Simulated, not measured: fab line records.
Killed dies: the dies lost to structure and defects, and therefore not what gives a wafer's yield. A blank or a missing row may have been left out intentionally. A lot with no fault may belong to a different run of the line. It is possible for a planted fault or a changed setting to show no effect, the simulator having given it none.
fab line records	flow n5Finfet	part 2 of 2: steps 5 to 6 of 6
record lots=24	wafers=72	lastDay=19
route steps=1938 shown FIN_SAQP@118 DUMMY_GATE@214
lots untouched by any fault: they come from a run of this same line in which no faults occurred
startH: start of the lot's first displayed wafer, in hours after the record's first day	waitH: hours from the lot's prior step to this one	" identical to the entry in the row above	L1.1+2: a row that stands for several wafers	- no value, or no start given	* or withheld: withheld	< > ~ a bound
route shown NAME@n: NAME is a module with steps in the file, n the number in the route of the first one	usual: mean/standard deviation taken from wafers without a fault	same: alike in all rows	chamber/n: place in a boat	sites: the reading at each site	_std_site: how widely they spread, as a standard deviation	_edge_site: the outer-site mean with the inner-site mean subtracted	radiusMm: how far each site lies from the wafer's centre	mask NAME#n: copy n	behind: tool/chamber where the wafer was last shaped	hold: the reason the lot was held/the length of the hold in hours/how it ended	device: names the non-switching transistor (n, p or np)	end of line: tests run on the same wafers once the route is complete	a step given without rows: its recipe and nothing more	killed: the dies lost at the first sort to structure and to defects; this is not the yield of the wafer	map: a wafer's dies, x killed, . not, _ none there
set.NAME: the setting that was run; set.NAME@STEP: the one run at that earlier step	model.NAME: the simulator's own value behind a step, which no gauge read
the route's steps for a sample of lots (tables are steps, rows are wafers)
services: when a tool's chamber went out of use (startH, in hours from the record's first day, below 0 if earlier), for how many hours, and the reason
## steps
# step N5_DUMMY_GATE_ETCH_44
# recipe chemistry=HBr/O2	overEtchFrac=0.7	targetDepthA=1275	stopOn=SiO2	ionEnergyEv=60	biasW=20	target=poly-Si	maskMaterial=SiO2	pressureMtorr=20	icpW=400	HBr_flow_sccm=120	O2_flow_sccm=10
# usual biasW=20.00/0.055	drypumpMotorCurrentA=5.8/0.4	heBacksideLeakSccm=2.77/0.24	oesProductAu=0.728/0.01	throttleValvePct=18.49/0.19
lot.wafer	tool	chamber	startH	waitH	biasW	drypumpMotorCurrentA	heBacksideLeakSccm	oesProductAu	rfHoursCounterH	throttleValvePct
L074.2	rieSi-06	3	49.24	0.0	19.97	6.2	2.65	0.727	59	18.28
L074.3	"	1	"	"	19.95	5.3	3.26	0.759	200	18.96
L074.5	"	3	"	"	19.87	6.2	2.76	0.729	-	18.29
L075.1	rieSi-06	2	54.38	0.0	20.13	5.2	3.12	0.731	84	18.42
L075.2	"	1	"	"	19.97	5.4	3.28	0.754	200	18.98
L075.6	"	3	"	"	20.04	6.2	2.77	0.729	-	18.28
L076.1	rieSi-01	0	61.41	0.0	19.97	5.8	2.55	0.733	92	18.36
L076.3	"	1	"	"	20.01	5.8	3.07	0.728	85	18.48
L076.6	"	0	"	"	19.92	5.8	2.63	0.725	-	18.37
L077.1	rieSi-06	3	67.78	0.0	20.04	6.2	2.71	0.743	59	18.30
L077.4	"	0	"	"	19.99	5.9	2.85	0.740	7	18.32
L077.5	"	1	"	"	20.09	5.4	3.30	0.754	-	18.97
L078.1	rieSi-01	3	70.75	0.0	20.04	6.3	2.81	0.716	33	18.38
L078.3	"	2	"	"	20.04	6.2	2.64	0.733	142	18.84
L078.5	"	3	"	"	20.08	6.3	2.76	0.718	-	18.36
L079.1	rieSi-01	0	78.57	0.0	19.97	5.8	2.44	0.713	92	18.37
L079.4	"	1	"	"	20.08	5.8	3.06	0.726	85	18.45
L079.6	"	0	"	"	20.00	5.8	2.51	0.712	-	18.37
L080.2	rieSi-06	2	82.63	0.0	19.86	5.2	3.00	0.737	85	18.42
L080.5	"	3	"	"	20.05	6.2	2.71	0.724	-	18.29
L080.6	"	0	"	"	20.00	5.9	2.44	0.745	-	18.32
L081.1	rieSi-01	3	89.59	0.0	20.02	6.3	2.57	0.712	33	18.36
L081.3	"	0	"	"	20.02	5.8	2.54	0.727	93	18.38
L081.6	"	1	"	"	20.08	5.8	2.87	0.730	-	18.45
L082.2	rieSi-02	3	98.23	0.0	19.92	5.8	2.43	0.710	126	18.46
L082.4	"	1	"	"	19.98	6.4	2.62	0.718	57	18.49
L082.5	"	2	"	"	19.88	4.9	2.71	0.731	-	18.69
L083.1	rieSi-06	3	101.60	0.0	19.98	6.2	2.89	0.731	60	18.28
L083.4	"	0	"	"	20.01	5.9	2.41	0.725	7	18.32
L083.5	"	3	"	"	19.98	6.2	2.79	0.725	-	18.29
L084.1	rieSi-01	3	110.45	0.0	20.01	6.3	2.84	0.722	33	18.38
L084.5	"	0	"	"	20.02	5.8	2.58	0.727	-	18.38
L084.6	"	1	"	"	20.00	5.8	2.92	0.736	-	18.46
L085.1	rieSi-01	3	115.20	0.0	19.98	6.3	2.70	0.716	34	18.35
L085.4	"	2	"	"	19.98	6.2	2.73	0.736	142	18.83
L085.5	"	0	"	"	19.91	5.8	2.51	0.727	-	18.37
L086.1	rieSi-02	3	118.63	0.0	20.01	5.8	2.29	0.711	126	18.47
L086.2	"	1	"	"	20.00	6.4	2.47	0.722	57	18.49
L086.4	"	0	"	"	19.97	5.8	3.09	0.747	44	18.59
L087.1	rieSi-02	1	126.99	0.0	19.99	6.3	2.54	0.730	57	18.50
L087.5	"	1	"	"	20.04	6.4	2.38	0.729	-	18.49
L087.6	"	2	"	"	19.97	4.9	2.88	0.711	-	18.69
L088.2	rieSi-01	3	132.47	0.0	20.02	6.3	2.70	0.711	34	18.38
L088.3	"	0	"	"	20.01	5.8	2.49	0.720	94	18.39
L088.5	"	3	"	"	20.07	6.2	2.68	0.729	-	18.36
L089.1	rieSi-01	0	139.18	0.0	20.04	5.8	2.34	0.718	94	18.37
L089.3	"	1	"	"	19.90	5.8	2.95	0.732	86	18.45
L089.4	"	2	"	"	19.94	6.2	2.80	0.718	143	18.85
L090.4	rieSi-01	2	144.16	0.0	20.01	6.2	2.87	0.723	143	18.85
L090.5	"	3	"	"	19.87	6.2	2.69	0.722	-	18.37
L090.6	"	2	"	"	19.89	6.2	2.80	0.723	-	18.84
L091.1	rieSi-01	3	148.07	0.0	20.04	6.3	2.83	0.718	34	18.39
L091.2	"	2	"	"	20.05	6.2	2.58	0.720	143	18.85
L091.4	"	0	"	"	20.09	5.8	2.44	0.722	94	18.36
L092.4	rieSi-02	1	155.64	0.0	19.90	6.4	2.49	0.738	58	18.49
L092.5	"	0	"	"	19.95	5.7	3.01	0.726	-	18.58
L092.6	"	1	"	"	20.01	6.4	2.43	0.728	-	18.48
L093.2	rieSi-06	0	161.00	0.0	20.08	5.9	2.61	0.736	8	18.31
L093.3	"	2	"	"	20.01	5.2	3.15	0.739	86	18.39
L093.5	"	2	"	"	20.04	5.2	3.16	0.747	-	18.43
L094.1	rieSi-06	0	166.97	0.0	20.02	5.9	2.74	0.728	8	18.31
L094.2	"	1	"	"	19.88	5.4	2.94	0.737	1	18.78
L094.3	"	2	"	"	19.94	5.2	3.12	0.737	86	18.42
L095.1	rieSi-06	2	173.15	0.0	20.05	5.2	3.15	0.725	87	18.40
L095.3	"	0	"	"	20.10	5.9	2.63	0.728	8	18.30
L095.5	"	1	"	"	20.01	5.3	2.81	0.733	-	18.79
L096.1	rieSi-02	2	178.30	0.0	19.95	4.9	2.87	0.714	32	18.67
L096.5	"	0	"	"	20.05	5.8	2.99	0.727	-	18.59
L096.6	"	3	"	"	20.07	5.8	2.46	0.714	-	18.47
L097.1	rieSi-06	2	185.96	0.0	20.00	5.2	3.18	0.739	87	18.41
L097.3	"	1	"	"	20.03	5.4	3.02	0.729	1	18.77
L097.5	"	1	"	"	19.97	5.3	2.97	0.730	-	18.78
# step N5_DUMMY_GATE_STRIP_48
# recipe chemistry=N2/H2	timeS=20	powerW=100	tempC=40	pressureMtorr=100	rfFrequencyHz=6e+07	biasPowerW=3	n2FlowSccm=300	h2FlowSccm=300
# usual drypumpMotorCurrentA=5.7/0.46	h2FlowSccm=300.0/0.91	oesProductAu=0.76/0.066	rfVppV=45.2/0.86	showerheadPlenumPTorr=3.40/0.087	throttleValvePct=12.29/0.2
# same timeS=20
lot.wafer	tool	chamber	startH	waitH	drypumpMotorCurrentA	h2FlowSccm	oesProductAu	rfHoursCounterH	rfVppV	showerheadPlenumPTorr	throttleValvePct
L074.2	rieDiel-06	1	49.58	0.0	6.6	300.9	0.70	191	44.9	3.38	12.39
L074.3	"	3	"	"	5.6	300.8	0.75	145	46.0	3.51	12.29
L074.5	"	0	"	"	5.2	301.3	0.84	-	44.7	3.29	12.30
L075.1	rieDiel-05	3	54.58	0.0	5.1	300.3	0.71	206	46.0	3.33	12.50
L075.2	"	1	"	"	5.6	300.7	0.73	175	45.3	3.50	12.19
L075.6	"	3	"	"	5.1	301.0	0.70	-	46.2	3.33	12.49
L076.1	rieDiel-06	3	61.62	0.0	5.7	300.6	0.75	148	44.7	3.51	12.29
L076.3	"	1	"	"	6.6	299.8	0.70	195	44.8	3.38	12.40
L076.6	"	3	"	"	5.7	300.1	0.74	-	47.5	3.51	12.29
L077.1	rieDiel-06	0	67.99	0.0	5.2	298.8	0.84	80	44.3	3.29	12.33
L077.4	"	1	"	"	6.5	300.0	0.70	197	45.3	3.38	12.41
L077.5	"	3	"	"	5.6	299.5	0.75	-	44.6	3.51	12.29
L078.1	rieDiel-06	2	70.96	0.0	5.6	301.9	0.77	146	44.8	3.51	12.25
L078.3	"	3	"	"	5.7	299.5	0.75	152	45.2	3.51	12.31
L078.5	"	2	"	"	5.7	299.7	0.77	-	45.1	3.51	12.23
L079.1	rieDiel-06	2	78.83	0.0	5.7	299.5	0.75	148	45.8	3.51	12.24
L079.4	"	3	"	"	5.7	301.2	0.73	154	46.8	3.50	12.27
L079.6	"	1	"	"	6.6	300.5	0.70	-	46.1	3.37	12.42
L080.2	rieDiel-06	1	82.91	0.0	6.5	300.1	0.70	201	44.6	3.37	12.40
L080.5	"	2	"	"	5.6	300.1	0.76	-	46.0	3.51	12.27
L080.6	"	1	"	"	6.5	300.1	0.69	-	47.0	3.37	12.41
L081.1	rieDiel-06	2	89.86	0.0	5.7	299.7	0.75	151	45.8	3.51	12.26
L081.3	"	0	"	"	5.2	300.1	0.82	86	44.6	3.29	12.35
L081.6	"	0	"	"	5.1	300.1	0.82	-	44.5	3.29	12.35
L082.2	rieDiel-02	1	98.44	0.0	5.6	300.2	0.90	21	45.6	3.33	12.08
L082.4	"	3	"	"	5.6	300.5	0.68	236	44.7	3.34	12.54
L082.5	"	1	"	"	5.7	299.2	0.89	-	44.3	3.33	12.08
L083.1	rieDiel-02	1	101.81	0.0	5.6	299.9	0.88	22	44.5	3.33	12.11
L083.4	"	2	"	"	6.0	299.3	0.78	134	45.2	3.39	12.16
L083.5	"	3	"	"	5.7	299.7	0.68	-	44.3	3.34	12.55
L084.1	rieDiel-02	3	110.78	0.0	5.6	299.1	0.68	240	44.6	3.34	12.54
L084.5	"	3	"	"	5.6	299.2	0.67	-	45.3	3.34	12.54
L084.6	"	1	"	"	5.6	299.7	0.89	-	44.7	3.33	12.11
L085.1	rieDiel-06	1	115.41	0.0	6.6	299.3	0.68	210	44.8	3.37	12.43
L085.4	"	2	"	"	5.6	301.2	0.76	159	45.3	3.51	12.28
L085.5	"	0	"	"	5.2	299.5	0.82	-	44.1	3.28	12.35
L086.1	rieDiel-05	3	118.83	0.0	5.1	301.8	0.68	225	45.7	3.32	12.56
L086.2	"	2	"	"	6.2	300.0	0.86	43	44.4	3.46	11.84
L086.4	"	1	"	"	5.6	301.5	0.71	195	44.1	3.49	12.24
L087.1	rieDiel-02	0	127.20	0.0	5.1	298.9	0.71	178	44.4	3.47	12.52
L087.5	"	1	"	"	5.6	301.0	0.88	-	43.7	3.32	12.11
L087.6	"	2	"	"	6.1	299.0	0.78	-	45.0	3.39	12.17
L088.2	rieDiel-05	0	132.68	0.0	5.2	302.0	0.86	69	46.9	3.26	11.68
L088.3	"	1	"	"	5.6	299.2	0.72	198	43.4	3.49	12.24
L088.5	"	2	"	"	6.2	299.5	0.86	-	44.3	3.46	11.86
L089.1	rieDiel-05	1	139.52	0.0	5.7	299.6	0.72	200	46.5	3.49	12.25
L089.3	"	2	"	"	6.2	301.3	0.87	48	45.8	3.46	11.86
L089.4	"	0	"	"	5.3	300.7	0.87	71	44.3	3.26	11.70
L090.4	rieDiel-06	2	144.37	0.0	5.7	300.0	0.76	166	45.4	3.50	12.31
L090.5	"	1	"	"	6.6	300.1	0.69	-	46.7	3.37	12.46
L090.6	"	2	"	"	5.7	298.9	0.75	-	45.8	3.50	12.30
L091.1	rieDiel-06	2	148.28	0.0	5.6	300.3	0.74	168	44.8	3.50	12.30
L091.2	"	0	"	"	5.2	299.0	0.81	102	45.2	3.28	12.39
L091.4	"	3	"	"	5.7	298.4	0.72	174	44.4	3.49	12.35
L092.4	rieDiel-02	1	155.87	0.0	5.6	300.5	0.85	-	44.4	3.32	12.14
L092.5	"	0	"	"	5.1	298.0	0.71	-	45.5	3.47	12.56
L092.6	"	2	"	"	6.0	299.2	0.75	-	44.9	3.38	12.23
L093.2	rieDiel-05	0	161.23	0.0	5.2	298.7	0.85	77	44.7	3.26	11.70
L093.3	"	2	"	"	6.2	299.7	0.84	55	44.3	3.46	11.89
L093.5	"	2	"	"	6.2	298.3	0.84	-	45.8	3.46	11.88
L094.1	rieDiel-02	2	167.17	0.0	6.1	300.1	0.75	152	46.1	3.38	12.21
L094.2	"	1	"	"	5.7	301.1	0.86	41	45.8	3.32	12.16
L094.3	"	0	"	"	5.1	301.4	0.69	190	44.5	3.47	12.55
L095.1	rieDiel-06	2	173.35	0.0	5.6	300.3	0.75	174	46.1	3.50	12.30
L095.3	"	1	"	"	6.5	300.0	0.69	224	44.4	3.36	12.48
L095.5	"	3	"	"	5.7	301.6	0.73	-	45.7	3.49	12.35
L096.1	rieDiel-06	3	178.54	0.0	5.7	299.5	0.72	181	46.7	3.49	12.37
L096.5	"	3	"	"	5.6	299.6	0.71	-	47.7	3.49	12.39
L096.6	"	2	"	"	5.7	300.1	0.73	-	45.7	3.50	12.34
L097.1	rieDiel-06	2	186.16	0.0	5.6	299.2	0.74	177	43.7	3.50	12.32
L097.3	"	0	"	"	5.2	299.9	0.79	111	45.6	3.27	12.41
L097.5	"	1	"	"	6.6	300.5	0.68	-	44.3	3.36	12.48
## services
tool	chamber	startH	hours	kind
rieDiel-04	0	-0.43	1.5	repair
rieDiel-03	2	3.23	6.0	repair
aldSin-04	0	3.92	15.1	repair
rieDiel-01	-	7.89	15.6	pm
rieDiel-01	3	32.21	1.2	repair
rieDiel-04	3	35.70	3.2	repair
rieDiel-06	1	36.08	7.9	repair
rieSi-06	3	54.54	12.4	repair
aldSin-03	0	57.68	10.2	repair
aldSin-03	-	62.48	2.8	pm
aldSin-03	3	65.90	8.0	repair
rieDiel-04	1	80.43	8.6	repair
rieDiel-06	-	95.50	1.1	repair
rieDiel-02	0	110.40	10.7	repair
rieDiel-03	-	111.08	2.8	pm
rieDiel-02	-	134.86	0.7	repair
aldSin-04	2	141.35	11.1	repair
aldSin-03	1	147.19	7.9	repair
rieDiel-03	0	149.41	9.5	repair
rieDiel-04	2	165.85	1.5	repair
rieSi-01	1	167.47	8.7	repair
rieDiel-04	0	170.71	17.3	repair
aldSin-04	1	174.65	10.0	repair
aldSin-04	-	177.95	14.0	pm
